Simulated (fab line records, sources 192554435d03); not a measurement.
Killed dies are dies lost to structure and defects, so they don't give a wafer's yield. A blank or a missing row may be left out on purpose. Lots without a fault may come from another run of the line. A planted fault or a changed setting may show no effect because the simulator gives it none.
Chamber matching | flow n5_finfet | N5_STI_FIN_REVEAL_ALD_00 on ald_sin-03: 4 sister chambers
The step deposits SiO2, target thk 1 nm, pulse time 1 s. 8 wafers are shown with their chamber, then 12 later ones without.

WAFERS WITH THEIR CHAMBER
wafer  | chamber | heater_power_w (W) | precursor_pulse_height_rel
L084.4 | 3       | 394                | 1.017
L087.4 | 3       | 397                | 1.009
L088.1 | 2       | 530                | 0.978
L088.3 | 1       | 437                | 0.997
L088.5 | 2       | 544                | 0.965
L090.1 | 0       | 561                | 0.999
L090.2 | 1       | 428                | 0.985
L090.6 | 0       | 558                | 1.006

WAFERS WITHOUT THEIR CHAMBER
wafer  | heater_power_w (W) | precursor_pulse_height_rel
L091.2 | 432                | 1.006
L091.3 | 396                | 0.965
L091.4 | 543                | 0.983
L092.2 | 568                | 0.986
L092.4 | 422                | 1.022
L092.6 | 556                | 0.989
L093.1 | 398                | 1.025
L093.5 | 546                | 0.957
L093.6 | 390                | 1.014
L094.2 | 429                | 1.013
L094.3 | 543                | 0.985
L094.5 | 394                | 1.004

WHICH CHAMBER EACH WENT THROUGH
wafer  | from the rows above     | in truth
L091.2 | 1                       | 1
L091.3 | can't be placed: 3 or 1 | 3
L091.4 | can't be placed: 2 or 0 | 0
L092.2 | 0                       | 0
L092.4 | can't be placed: 3 or 1 | 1
L092.6 | 0                       | 0
L093.1 | 3                       | 3
L093.5 | 2                       | 2
L093.6 | 3                       | 3
L094.2 | 1                       | 1
L094.3 | can't be placed: 2 or 0 | 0
L094.5 | 3                       | 3
Placed correctly: 8 of 12. Can't be placed from these rows: 4 (the true chamber is among the candidates in 4). Placed wrongly: 0.
How it was worked out, from the rows above alone: a wafer's distance from a chamber is the root of the sum, over the readings, of the square of ((its reading less the chamber's mean) divided by the reading's scatter). The wafer belongs to the nearest chamber; if the next one is less than 2 further off, it can't be placed. A chamber's mean is the mean of its shown wafers. The scatter: the root of (the sum of the squares of (reading less its chamber's mean) over the shown wafers, divided by (wafers less chambers)).
